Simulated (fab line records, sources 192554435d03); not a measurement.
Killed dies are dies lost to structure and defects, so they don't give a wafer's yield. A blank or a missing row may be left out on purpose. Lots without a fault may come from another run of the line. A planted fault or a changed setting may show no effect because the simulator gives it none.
Which tool did it? | flow n5_finfet | 11 lots, 33 wafers sampled, at 3 steps of a route of 1938

WHAT THE GAUGES READ, wafer by wafer
N5_GATE_CUT_OVL_MEAS_14.
lot  | measured     | on         | GATE_CUT_OVL (nm)
L075 | day 4 19:18  | overlay-02 | 0.9 0.6 1.0
L077 | day 5 05:15  | overlay-01 | 0.8 1.4 1.1
L079 | day 5 20:22  | overlay-01 | 0.0 -0.1 0.5
L081 | day 6 05:52  | overlay-02 | 1.7 0.4 0.5
L083 | day 6 18:53  | overlay-01 | 0.1 0.8 -0.3
L085 | day 7 10:19  | overlay-01 | 1.3 0.6 1.4
L087 | day 7 21:23  | overlay-02 | 1.3 0.8 0.7
L089 | day 8 08:52  | overlay-01 | 0.3 1.7 0.5
L092 | day 9 03:01  | overlay-01 | 2.2 1.4 0.7
L094 | day 9 17:31  | overlay-02 | 0.6 0.4 0.4
L096 | day 10 01:31 | overlay-01 | -0.6 0.5 1.1

WHICH TOOL RAN EACH LOT (tool, then ch and the chambers of the sampled wafers, then the start)
lot  | N5_GATE_CUT_ETCHBACK_30          | N5_GATE_CUT_ETCH_58
L075 | rie_metal-02 ch 0,1, day 4 14:34 | rie_diel-01 ch 0,1,2, day 4 14:41
L077 | rie_metal-03 ch 0,1, day 5 01:50 | rie_diel-05 ch 0,2,3, day 5 01:55
L079 | rie_metal-02 ch 0,1, day 5 16:42 | rie_diel-05 ch 2,3, day 5 16:59
L081 | rie_metal-01 ch 0,1, day 6 02:15 | rie_diel-01 ch 0,1, day 6 02:20
L083 | rie_metal-03 ch 0,1, day 6 13:47 | rie_diel-01 ch 0,3, day 6 13:52
L085 | rie_metal-01 ch 0,1, day 7 06:53 | rie_diel-04 ch 0,1, day 7 07:02
L087 | rie_metal-01 ch 0,1, day 7 17:40 | rie_diel-04 ch 0,3, day 7 17:44
L089 | rie_metal-03 ch 0, day 8 04:59   | rie_diel-01 ch 1,3, day 8 05:08
L092 | rie_metal-02 ch 0,1, day 8 23:25 | rie_diel-05 ch 0,1, day 8 23:43
L094 | rie_metal-02 ch 0,1, day 9 13:50 | rie_diel-05 ch 0,2,3, day 9 13:55
L096 | rie_metal-03 ch 0,1, day 9 22:08 | rie_diel-04 ch 0,3, day 9 22:13
- N5_GATE_CUT_ETCHBACK_30: etches TiN in Cl2/Ar, target depth 3 nm.
- N5_GATE_CUT_ETCH_58: etches SiNx in CH3F/O2, target depth 17 nm, time 128.6 s.

THE ANSWER, worked out from the rows above alone
Rule: what is usual is taken from the lots themselves. Put in order of their means at a reading, lots are off if they are a third of the lots or fewer, leave a main group of 4 or more, and stand apart from it by a gap of 3 or more times the standard deviation of the main group's means; of several such gaps the widest counts. A main group whose means are all the same, to the digits that the tables above print for the reading, isn't used. A lot without any number at a reading at which 4 lots or more have one is off too. The other lots that the step has rows for count as sound.
No lot is off at any reading shown: from this, nothing can be told.

WHAT THE SIMULATOR HAD PUT IN
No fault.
